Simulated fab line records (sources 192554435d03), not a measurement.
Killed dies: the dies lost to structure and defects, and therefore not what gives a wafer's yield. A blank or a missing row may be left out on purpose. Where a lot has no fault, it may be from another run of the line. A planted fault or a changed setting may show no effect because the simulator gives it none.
Struck lot and sound lot, side by side	flow n5_finfet	37 steps out of a route of 1938
Sound: wafers L302.1, L302.4, L302.6. The struck wafers were L314.1, L314.3, L314.4. Last of all comes the cause.
Per side, at each step with rows, come the tool, then ch with its chambers, and then its first start. Under that, the readings that differ: sound wafers	struck wafers	difference of the means	sigmas: that difference in standard deviations of wafers without a fault.
alike: readings whose means differ by less than 2 such deviations, and words and numbers that are the same on both sides. not compared: withheld readings, readings that some wafer has no value for, bounds like >300 that may hide the same value, and numbers for which the record gives no deviation and whose values overlap.
A row with sigmas, a row that says differs or no value, or rows on one side alone: a step with any of these is where the two part. Numbers that have no deviation but don't overlap get no sigmas and don't part them. Lack of a reading on every wafer of one side parts them only where that side has two or more wafers.

first, 9 steps without rows for these wafers: N5_BEOL_M9_DESCUM_33 (chemistry O2, time 7 s); N5_BEOL_M9_ETCH_76 (etches underlayer in N2/H2, target depth 6.5 nm, time 5.2 s); N5_BEOL_M9_ETCH_65 (etches SiARC in CF4, target depth 15.6 nm, time 26 s); N5_BEOL_M9_ETCH_66 (etches SOC in N2/H2, target depth 80 nm, overetch 16 nm, time 120 s); N5_BEOL_M9_STRIP_69 (strips in N2/H2); N5_BEOL_M9_STRIP_77 (strips in N2/H2); N5_BEOL_M9_VIA_ETCH_34 (etches SiCOH lowk in C4F6/O2, target depth 182.4 nm, time 68.4 s); N5_BEOL_M9_STRIP_73 (strips in C4F6/O2); N5_BEOL_M9_STRIP_36 (strips in N2/H2).
N5_BEOL_M9_TRENCH_ETCH_37: etches SiCOH lowk in C4F6/O2, target depth 151.43 nm, time 49 s.
  sound on rie_diel-04 ch 1,3, day 10 15:10; struck on rie_diel-04 ch 0,1,2, day 13 15:26
reading	sound	struck	difference	sigmas
oes_f_703_au (a.u.)	0.70 0.95 0.94	1.09 1.17 1.13	+0.27	+3
oes_o_777_au (a.u.)	0.70 0.93 0.93	1.05 1.10 1.10	+0.23	+2
rf_fwd_power_W (W)	337.8 342.3 341.9	426.7 424.6 423.0	+84.1	+65
rf_vpp_V (V)	662 663 664	595 594 596	-68	-6
model.BEOL_M9.feature_depth_nm (nm)	147.4 155.2 155	166.6 167.4 165.2	+13.9	
model.etch.depth_nm (nm)	147.4 155.2 155.1	166.6 167.3 165.2	+13.8	
  alike: O2_flow_sccm, drypump_motor_current_A, oes_product_au, showerhead_plenum_p_Torr, throttle_valve_pct
  not compared: rf_hours_counter_h
then, 2 steps without rows for these wafers: N5_BEOL_M9_ETCH_41 (etches SiCN in CH3F/O2, target depth 36.6 nm, time 70.1 s); N5_BEOL_M9_STRIP_80 (strips in N2/H2, time 10 s).
N5_BEOL_M9_OCD_MEAS_38:
  sound on ocd-01 at day 10 15:20; struck on ocd-01 at day 13 15:36
reading	sound	struck	difference	sigmas
trench_depth_nm (nm)	147.2 155.7 155.3	166.4 167.4 165.4	+13.7	+5
then, 13 steps without rows for these wafers: N5_BEOL_M9_HM_STRIP_39 (strips TiN in peroxide tin strip, target depth 25 nm, time 158 s); N5_BEOL_M9_SRD_40 (time 30 s); N5_BEOL_M9_PRECLEAN_42 (cleans in residue remover, time 60 s); N5_BEOL_M9_SRD_43 (time 30 s); N5_BEOL_M9_CURE_72 (cures SiCOH lowk, time 120 s); N5_BEOL_M9_DEGAS_44 (time 60 s); N5_BEOL_M9_PRE_CLEAN_45 (time 30 s); N5_BEOL_M9_ALD_74 (deposits TaN, target thk 2 nm, pulse time 2 s, purge time 3 s); N5_BEOL_M9_SURFACE_TREAT_79; N5_BEOL_M9_CVD_78 (deposits Co from CCTBA/H2, target thk 2 nm, time 138.9 s); N5_BEOL_M9_SPUTTER_48 (material Cu, target thk 12 nm, time 2 s); N5_BEOL_M9_ECD_50 (material Cu, target thk 318 nm); N5_BEOL_M9_ANNEAL_51 (time 90 s).
N5_BEOL_M9_CMP_52: polishes, stops on SiCOH lowk, t overpolish 7 s, target thk 140 nm.
  sound on cmp-03 ch 1,2, day 10 17:10; struck on cmp-02 ch 0,2,3, day 13 19:16
reading	sound	struck	difference	sigmas
model.Cu_of_BEOL_M9_ECD_50.thk_nm (nm)	137 145.6 145.6	156 157.8 156.2	+14	
  alike: barrier_field_endpoint_s, motor_current_A, overpolish_run_s, retaining_ring_pressure_frac, time_to_endpoint_s
N5_BEOL_M9_THK_MEAS_53: measures by xrf.
  sound on film_metro-01 at day 10 17:28; struck on film_metro-01 at day 13 19:34
reading	sound	struck	difference	sigmas
M9_THK (nm)	135 145 144	155 156 155	+14	+4
then, 2 steps without rows for these wafers: N5_BEOL_M9_PRE_CLEAN_55 (time 15 s); N5_BEOL_M9_DEP_56 (deposits SiCN from 3MS/NH3, target thk 15 nm, time 26.5 s).
N5_BEOL_M9_RS_MEAS_57: measures by four-point-probe.
  sound on film_metro-02 at day 10 17:35; struck on film_metro-01 at day 13 19:42
reading	sound	struck	difference	sigmas
M9_RS (ohm/sq)	0.154 0.144 0.145	0.134 0.132 0.134	-0.014	-4
then, 5 steps without rows for these wafers: N5_BEOL_M10_ILD_DEP_00 (deposits SiCOH lowk from DEMS/porogen, target thk 308.51 nm, time 58 s); N5_BEOL_M10_CURE_71 (cures SiCOH lowk, time 240 s); N5_BEOL_M10_PECVD_70 (deposits SiO2 from TEOS/O2, target thk 20 nm, time 22.7 s); N5_BEOL_M10_HM_DEP_02 (deposits TiN, target thk 20 nm); N5_BEOL_M10_COAT_59 (time 60 s, resist thk 100 nm).
N5_BEOL_M15_RC_MEAS_101:
  sound on prober-01 ch 0, day 12 10:22; struck on prober-02 ch 0, day 15 10:09
reading	sound	struck	difference	sigmas
COMB_M6 (S/m)	2.6e-11 2.1e-11 2.1e-11	4e-11 3.7e-11 3.3e-11	+1e-11	+3
SERP_M9 (ohm/um)	3.11 2.90 2.92	2.69 2.69 2.74	-0.27	-3
SERP_M9_max_site (ohm/um)	3.18 3.03 2.96	2.77 2.72 2.80	-0.29	-3
  alike: COMB_M10, COMB_M11, COMB_M12, COMB_M13, COMB_M14, COMB_M15, COMB_M5, COMB_M5_max_site, COMB_M7, COMB_M8, COMB_M9, SERP_M10, SERP_M11, SERP_M12, SERP_M12_max_site, SERP_M13, SERP_M14, SERP_M5, SERP_M6, SERP_M6_max_site, SERP_M7, SERP_M8

## WHERE THEY PART
At N5_BEOL_M9_TRENCH_ETCH_37 first; at N5_BEOL_M15_RC_MEAS_101 last (within this record only).

WHY: whatever the simulator had introduced
Process parameter drift: rie_diel-04, from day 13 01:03 on, at N5_BEOL_M9_TRENCH_ETCH_37. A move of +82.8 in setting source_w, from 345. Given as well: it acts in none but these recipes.
